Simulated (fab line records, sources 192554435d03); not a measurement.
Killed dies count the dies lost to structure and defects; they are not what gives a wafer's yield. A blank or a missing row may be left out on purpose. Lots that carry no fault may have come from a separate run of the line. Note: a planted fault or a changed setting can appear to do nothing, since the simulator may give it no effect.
Struck lot and sound lot, side by side ; flow n5-finfet ; 23 steps out of a route of 1938
Sound: these wafers, L293.1, L293.2, L293.5. The struck wafers were L292.2, L292.4, L292.6. The cause comes at the end.
Each step with rows lists, per side, the tool, then ch with its chambers, then its first start. Under that, the readings that differ: sound wafers ; struck wafers ; difference of the means ; sigmas: that difference in standard deviations of wafers without a fault.
alike: readings with means less than 2 such deviations apart, plus words and numbers identical on both sides. not compared: withheld readings, readings lacking a value on some wafer, bounds such as >300 that could conceal the same value, and numbers that have no deviation in the record and whose values overlap.
A row with sigmas, a row that says differs or no value, or rows on one side alone: a step with any of these is where the two part. Numbers that have no deviation but don't overlap get no sigmas and don't part them. A reading missing from all wafers of one side parts the sides only when that side holds two or more wafers.

first, 9 steps without rows for these wafers: N5_BEOL_M1_DEVELOP_10 (develop time 30 s); N5_BEOL_M1_DESCUM_16 (chemistry O2, time 7 s); N5_BEOL_M1_ETCH_74 (etches underlayer in N2/H2, target depth 6.5 nm, time 5.2 s); N5_BEOL_M1_ETCH_63 (etches SiARC in CF4, target depth 15.6 nm, time 26 s); N5_BEOL_M1_ETCH_64 (etches SOC in N2/H2, target depth 75 nm, overetch 15 nm, time 112.5 s); N5_BEOL_M1_STRIP_65 (strips in N2/H2); N5_BEOL_M1_STRIP_75 (strips in N2/H2); N5_BEOL_M1_STRIP_66 (strips in CF4); N5_BEOL_M1_HM_OPEN_17 (chemistry Cl2/BCl3, target TiN, target depth 20 nm, overetch 6 nm).
N5_BEOL_M1_STRIP_19: strips in O2.
  sound on rie-diel-06 ch 2,3, day 10 20:53; struck on rie-diel-01 ch 0,2,3, day 10 17:06
  alike: drypump-motor-current-A, oes-product-au, rf-vpp-V, showerhead-plenum-p-Torr, throttle-valve-pct
  not compared: rf-hours-counter-h
then, 9 steps without rows for these wafers: N5_BEOL_M1_COAT_67 (time 60 s, resist thk 60 nm); N5_BEOL_M1_COAT_68 (time 60 s, resist thk 12 nm); N5_BEOL_M1_COAT_76 (time 60 s, resist thk 5 nm); N5_BEOL_M1_COAT_22 (resist thk 30 nm); N5_BEOL_M1_EBR_24; N5_BEOL_M1_SOFTBAKE_23 (time 60 s); N5_BEOL_M1_EXPOSE_25 (exposes mask V0, defocus 5 nm, target cd 24 nm); N5_BEOL_M1_PEB_26 (peb time 60 s); N5_BEOL_M1_DEVELOP_27 (develop time 30 s).
N5_BEOL_M1_INSPECT_30: inspects for defects (brightfield).
  struck on defect-inspect-01, day 10 17:45; sound on defect-inspect-02, day 10 21:22
reading;sound;struck;difference;sigmas
raw-defect-count;488 413 443;1050 1125 1086;+639;+7
then, 1 step without rows for these wafers: N5_BEOL_M1_DESCUM_33 (chemistry O2, time 7 s).
-- record jumps: 3 days separate the struck wafers' starts on either side; left off in module BEOL_M1, taken up again in module BEOL_M4, whose first shown step is the route's number 1111 --
N5_BEOL_M4_RC_MEAS_101:
  sound on prober-02 ch 0, day 13 08:58; struck on prober-02 ch 0, day 13 13:45
  alike: DIBL_N, DIBL_P, IOFF_N, IOFF_P, ION_N, ION_P, SS_N, SS_P, VT_N, VT_P
-- record jumps: 5 days separate the struck wafers' starts on either side; left off in module BEOL_M4, taken up again in module PASSIVATION, whose first shown step is the route's number 1936 --
N5_PASSIVATION_PROBE_49:
  the record has rows for the struck wafers here (prober-02, day 18 20:02) and none for the sound ones

## WHERE THEY PART
At N5_BEOL_M1_INSPECT_30 first; at N5_PASSIVATION_PROBE_49 last (within this record only).

WHY: the cause the simulator had injected
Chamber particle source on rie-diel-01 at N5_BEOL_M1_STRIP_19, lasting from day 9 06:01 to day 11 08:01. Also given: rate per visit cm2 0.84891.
